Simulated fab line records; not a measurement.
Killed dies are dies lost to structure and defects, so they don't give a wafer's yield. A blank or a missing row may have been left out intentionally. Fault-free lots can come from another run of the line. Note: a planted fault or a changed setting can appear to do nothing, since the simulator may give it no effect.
A lot that was struck, set against a sound lot || flow n5Finfet || 37 steps out of a route of 1938
Sound: these wafers, L958.2, L958.5, L958.6. Struck: wafer L967.1 (left out: L967.2, a lot-mate that was not struck); the cause follows at the end.
For every step that has rows: the tool of each side, followed by ch and its chambers, followed by its first start. Under that, the readings that differ: sound wafers || struck wafers || difference of the means || sigmas: that difference in standard deviations of wafers without a fault.
alike: a reading whose means differ by less than 2 such deviations, as well as words and numbers matching on both sides. not compared: withheld readings; readings where some wafer has no value; bounds like >300 that might hide an equal value; numbers whose values overlap and for which the record gives no deviation.
Wherever a step has rows on one side only, a row that says differs or no value, or a row with sigmas, the two part there. When numbers do not overlap yet have no deviation, they are printed without sigmas and do not part them. A reading that every wafer of one side lacks parts them only if that side has two wafers or more.

first, 9 steps without rows for these wafers: N5_PMOS_HMC_CHANNEL_EPI_EXPOSE_06 (exposes mask PMOS HMC BLK, target cd 240 nm); N5_PMOS_HMC_CHANNEL_EPI_PEB_07 (peb time 60 s); N5_PMOS_HMC_CHANNEL_EPI_DEVELOP_08 (develop time 30 s); N5_PMOS_HMC_CHANNEL_EPI_DESCUM_14 (chemistry O2, time 7.9 s); N5_PMOS_HMC_CHANNEL_EPI_ETCH_32 (etches BARC in N2/H2, stops on SiO2, target depth 85.8 nm, time 50.3 s); N5_PMOS_HMC_CHANNEL_EPI_HM_OPEN_15 (chemistry CHF3/O2, target SiO2, target depth 40.6 nm, time 20.3 s); N5_PMOS_HMC_CHANNEL_EPI_STRIP_33 (strips in N2/H2); N5_PMOS_HMC_CHANNEL_EPI_STRIP_17 (strips in SPM, time 750 s); N5_PMOS_HMC_CHANNEL_EPI_ETCH_38 (etches SiO2 in CF4, target depth 1.5 nm).
N5_PMOS_HMC_CHANNEL_EPI_FIN_RECESS_16: chemistry HBr/Cl2, target Si, target depth 54 nm, time 18 s.
  sound on rieSi-05 ch 0,1, day 1 17:41; struck on rieSi-05 ch 3, day 3 23:31
{"reading": "drypumpMotorCurrentA (A)", "sound": "5.98 5.98 5.71", "struck": 5.13, "difference": -0.76, "sigmas": -3}
{"reading": "model.PMOS_HMC_CHANNEL_EPI.featureDepthNm (nm)", "sound": "52.11 52.04 56.38", "struck": 40.77, "difference": -12.74, "sigmas": ""}
{"reading": "model.etch.depthNm (nm)", "sound": "52.11 52.04 56.38", "struck": 40.77, "difference": -12.74, "sigmas": ""}
  alike: oesProductAu, throttleValvePct
  not compared: rfHoursCounterH
then, 7 steps without rows for these wafers: N5_PMOS_HMC_CHANNEL_EPI_PRECLEAN_36 (cleans in O3/DIW, time 45 s); N5_PMOS_HMC_CHANNEL_EPI_PRECLEAN_18 (cleans in DHF, time 30 s); N5_PMOS_HMC_CHANNEL_EPI_SRD_19 (time 30 s); N5_PMOS_HMC_CHANNEL_EPI_EPI_20 (deposits SiGe30, target thk 59 nm); N5_PMOS_HMC_CHANNEL_EPI_HM_STRIP_35 (strips SiO2 in dHF, material SiO2, target depth 39.6 nm, time 216 s); N5_PMOS_HMC_CHANNEL_EPI_SRD_39 (time 30 s); N5_PMOS_HMC_CHANNEL_EPI_CMP_21 (polishes SiGe30, target thk 54 nm).
N5_PMOS_HMC_CHANNEL_EPI_THK_MEAS_22:
  sound: filmMetro-01 at day 1 19:53; struck: filmMetro-02 at day 4 01:19
{"reading": "HMC_CMP_THK (nm)", "sound": "52.2 52.2 56.3", "struck": 40.7, "difference": -12.9, "sigmas": -10}
then, 17 steps without rows for these wafers: N5_PMOS_HMC_CHANNEL_EPI_PRECLEAN_40 (cleans in DHF, time 30 s); N5_PMOS_HMC_CHANNEL_EPI_PRECLEAN_37 (cleans in O3/DIW, time 45 s); N5_PMOS_HMC_CHANNEL_EPI_PRECLEAN_24 (cleans in DHF, time 30 s); N5_PMOS_HMC_CHANNEL_EPI_SRD_25 (time 30 s); N5_PMOS_HMC_CHANNEL_EPI_EPI_26 (deposits Si from SiH4/H2, target thk 3.8 nm, time 22.7 s); N5_FIN_SAQP_PRECLEAN_42 (cleans in O3/DIW, time 60 s); N5_FIN_SAQP_PRECLEAN_00 (cleans in SC1, time 60 s); N5_FIN_SAQP_PRECLEAN_44 (cleans in SC2, time 45 s); N5_FIN_SAQP_SRD_01 (time 30 s); N5_FIN_SAQP_ALD_61 (deposits SiO2, target thk 4 nm, pulse time 1 s, purge time 2 s); N5_FIN_SAQP_DENSIFY_62 (time 60 s); N5_FIN_SAQP_HM_DEP_03 (deposits SiNx from SiH4/NH3/N2, target thk 38 nm, time 33.6 s); N5_FIN_SAQP_PECVD_47 (deposits a-Si from SiH4/He, target thk 45 nm, time 36.3 s); N5_FIN_SAQP_PECVD_48 (deposits SiNx from SiH4/NH3/N2, target thk 25 nm, time 22.1 s); N5_FIN_SAQP_PECVD_06 (deposits a-Si from SiH4/He, target thk 60 nm, time 48.1 s); N5_FIN_SAQP_HM_DEP_72 (deposits SiO2 from SiH4/N2O, target thk 12 nm, time 7.2 s); N5_FIN_SAQP_COAT_49 (time 60 s, resist thk 100 nm).
-- a jump in the record: the struck wafers' starts before and after are 7 days apart (it breaks off in module FIN_SAQP and resumes in module BEOL_M4, where the first step shown is number 1111 of the route) --
N5_BEOL_M4_RC_MEAS_101:
  sound on prober-01 ch 0, day 7 20:23; struck on prober-01 ch 0, day 10 19:35
{"reading": "ION_P (uA/um)", "sound": "470 470 472", "struck": 426, "difference": -45, "sigmas": -4}
  alike: DIBL_N, DIBL_P, IOFF_N, IOFF_P, ION_N, SS_N, SS_P, VT_N, VT_P
-- a jump in the record: the struck wafers' starts before and after are 5 days apart (it breaks off in module BEOL_M4 and resumes in module PASSIVATION, where the first step shown is number 1936 of the route) --
N5_PASSIVATION_PROBE_49:
  sound: prober-01 at day 12 07:43; struck: prober-01 at day 15 19:27
{"reading": "killedAtFrontEnd", "sound": "40 37 20", "struck": 64, "difference": "+32", "sigmas": "+3"}
{"reading": "sort_bin_8_speed (%)", "sound": "0 0 0", "struck": 45.7, "difference": "+45.7", "sigmas": "+74"}
{"reading": "sortNPass", "sound": "1049 1084 1096", "struck": 530, "difference": -546, "sigmas": -32}
{"reading": "sortYieldPct (%)", "sound": "88.9 91.9 92.9", "struck": 44.9, "difference": -46.3, "sigmas": -31}
  alike: defectLimitedYield, killed_at_M0_to_M3, killed_at_M4_up, killedAtContacts, killedAtOther, killedDies, killedOpen, killedShort, sort_bin_5_function, sort_bin_6_memory

## WHERE THEY PART
At N5_PMOS_HMC_CHANNEL_EPI_FIN_RECESS_16 first; at N5_PASSIVATION_PROBE_49 last (within this record only).

WHY: what the simulator had put in
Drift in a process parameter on rieSi-05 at N5_PMOS_HMC_CHANNEL_EPI_FIN_RECESS_16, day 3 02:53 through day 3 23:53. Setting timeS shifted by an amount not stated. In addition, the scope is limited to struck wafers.
